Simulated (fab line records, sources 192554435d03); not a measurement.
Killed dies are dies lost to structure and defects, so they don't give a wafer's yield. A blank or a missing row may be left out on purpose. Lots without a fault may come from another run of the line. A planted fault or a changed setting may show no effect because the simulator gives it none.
Chamber matching | flow n5_finfet | N5_GATE_CUT_ETCH_36 on rie_diel-03: 4 sister chambers
The step etches SiARC in CF4, target depth 13 nm, time 21.7 s. 14 wafers are shown with their chamber, then 7 later ones without.

WAFERS WITH THEIR CHAMBER
wafer  | chamber | throttle_valve_pct (%) | oes_product_au (a.u.) | drypump_motor_current_A (A)
L074.3 | 3       | 15.44                  | 0.83                  | 5.1
L074.4 | 2       | 15.28                  | 0.77                  | 6.3
L074.6 | 0       | 15.19                  | 0.74                  | 6.1
L077.3 | 2       | 15.30                  | 0.77                  | 6.2
L077.5 | 0       | 15.18                  | 0.74                  | 6.2
L077.6 | 1       | 15.99                  | 0.62                  | 5.8
L078.2 | 2       | 15.30                  | 0.76                  | 6.3
L078.4 | 3       | 15.45                  | 0.82                  | 5.1
L078.6 | 0       | 15.20                  | 0.73                  | 6.2
L082.2 | 2       | 15.30                  | 0.77                  | 6.2
L082.5 | 1       | 16.03                  | 0.62                  | 5.8
L082.6 | 2       | 15.30                  | 0.77                  | 6.3
L085.1 | 2       | 15.31                  | 0.77                  | 6.2
L085.2 | 0       | 15.20                  | 0.73                  | 6.1

SIGNATURES (means of the wafers above)
reading                 | chamber 0 | chamber 1 | chamber 2 | chamber 3 | scatter within a chamber
throttle_valve_pct      | 15.1925   | 16.0100   | 15.2983   | 15.4450   | 0.0127
oes_product_au          | 0.7350    | 0.6200    | 0.7683    | 0.8250    | 0.00483
drypump_motor_current_A | 6.150     | 5.800     | 6.250     | 5.100     | 0.05
Rule: a wafer's distance from a chamber is the root of the sum, over the readings, of the square of ((its reading less the chamber's mean) divided by the reading's scatter). The wafer belongs to the nearest chamber; if the next one is less than 2 further off, it can't be placed. The scatter: the root of (the sum of the squares of (reading less its chamber's mean) over the shown wafers, divided by (wafers less chambers)).

WAFERS WITHOUT THEIR CHAMBER
wafer  | throttle_valve_pct (%) | oes_product_au (a.u.) | drypump_motor_current_A (A)
L085.3 | 16.00                  | 0.62                  | 5.8
L088.3 | 15.21                  | 0.74                  | 6.1
L088.5 | 15.21                  | 0.73                  | 6.1
L088.6 | 15.45                  | 0.80                  | 5.2
L094.2 | 15.33                  | 0.75                  | 6.3
L094.3 | 15.49                  | 0.78                  | 5.2
L094.4 | 15.21                  | 0.72                  | 6.2

WHICH CHAMBER EACH WENT THROUGH
wafer  | from the rows above | in truth
L085.3 | 1                   | 1
L088.3 | 0                   | 0
L088.5 | 0                   | 0
L088.6 | 3                   | 3
L094.2 | 2                   | 2
L094.3 | 3                   | 3
L094.4 | 0                   | 0
Placed correctly: 7 of 7. Can't be placed from these rows: 0. Placed wrongly: 0.
